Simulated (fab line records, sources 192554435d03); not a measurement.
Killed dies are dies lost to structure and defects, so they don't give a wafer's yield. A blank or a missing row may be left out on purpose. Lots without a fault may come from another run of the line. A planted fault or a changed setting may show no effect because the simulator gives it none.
One fault seen from 3 desks | flow n5_finfet | each desk has only its own numbers; what lay behind them comes last

THE DEFECT DESK
What the inspections along the route counted, lot by lot: means of the sampled wafers that have a number. A lot is out of limits, marked OUT, if its mean lies more than 4 standard deviations from the usual mean; the brackets give that distance.
Columns: A = raw_defect_count at N5_BEOL_M13_INSPECT_12, usual 2.1
lot  | first seen here | A
L861 | day 11 13:08    | 1.7
L866 | day 12 17:35    | 2.3
L870 | day 13 03:13    | 2.3
L878 | day 15 18:53    | 1.3
L881 | day 16 16:58    | 2.0
L883 | day 16 19:04    | 1.0
This desk's finding: nothing out of limits on any of the 6 lots.

THE TOOL OWNER'S DESK: rie_diel-03
The tool's own readings at N5_BEOL_M13_ETCH_59 (etches BARC in N2/H2, target depth 89 nm, overetch 26.7 nm, time 67.9 s): means of the sampled wafers that have a number, for each lot that ran on this tool. A lot is out of limits, marked OUT, if its mean lies more than 4 standard deviations from the usual mean; the brackets give that distance.
Columns: A = drypump_motor_current_A at N5_BEOL_M13_ETCH_59, usual 5.9 A; B = oes_product_au at N5_BEOL_M13_ETCH_59, usual 0.69 a.u.; C = rf_fwd_power_W at N5_BEOL_M13_ETCH_59, usual 832.5 W; D = rf_vpp_V at N5_BEOL_M13_ETCH_59, usual 523.6 V; E = run_length_s at N5_BEOL_M13_ETCH_59, usual 91.1 s; F = showerhead_plenum_p_Torr at N5_BEOL_M13_ETCH_59, usual 2.53 Torr; G = throttle_valve_pct at N5_BEOL_M13_ETCH_59, usual 17.8 %
lot  | first seen here | A   | B    | C     | D     | E               | F    | G
L861 | day 11 13:13    | 5.9 | 0.64 | 834.9 | 525.0 | 91.5            | 2.57 | 17.9
L870 | day 13 03:21    | 6.0 | 0.65 | 833.4 | 523.8 | 91.5            | 2.52 | 17.8
L878 | day 15 18:58    | 5.9 | 0.65 | 831.5 | 522.0 | 90.2            | 2.43 | 17.8
L881 | day 16 17:08    | 6.2 | 0.71 | 832.7 | 522.2 | 89.2 (-4.7) OUT | 2.47 | 17.7
This desk's finding: out of limits on L881; first on L881, day 16 17:08 (run_length_s at N5_BEOL_M13_ETCH_59). In limits: L861, L870, L878.

THE METROLOGY DESK
What the gauges read, lot by lot, whatever tool the lot ran on: means of the sampled wafers that have a number. A lot is out of limits, marked OUT, if its mean lies more than 4 standard deviations from the usual mean; the brackets give that distance.
Columns: A = cd_nm at N5_BEOL_M13_CD_MEAS_10, usual 190.8 nm; B = V12_OVL at N5_BEOL_M13_OVL_MEAS_11, usual -3 nm
lot  | first seen here | A     | B
L861 | day 11 13:05    | 190.8 | -4
L866 | day 12 17:32    | 190.6 | 4
L870 | day 13 03:10    | 189.0 | -8
L878 | day 15 18:50    | 191.4 | -4
L881 | day 16 16:55    | 190.9 | -8
L883 | day 16 19:00    | 189.8 | -8
This desk's finding: nothing out of limits on any of the 6 lots.

PUT TOGETHER
The tool owner's desk could have raised an alarm at day 16 17:08, on L881.
The defect desk saw nothing out of limits.
The metrology desk saw nothing out of limits.
The defect desk has L881 on record, within its limits.
The metrology desk has L881 on record, within its limits.
Of the lots named, all ran N5_BEOL_M13_ETCH_59 on rie_diel-03.

WHAT THE SIMULATOR HAD PUT IN
Process parameter drift: rie_diel-03, from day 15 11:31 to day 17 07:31, at N5_BEOL_M13_ETCH_59. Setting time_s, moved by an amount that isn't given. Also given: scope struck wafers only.
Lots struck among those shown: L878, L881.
Hours from the fault's start to each desk's first reading out of limits: the tool owner's desk, 30.
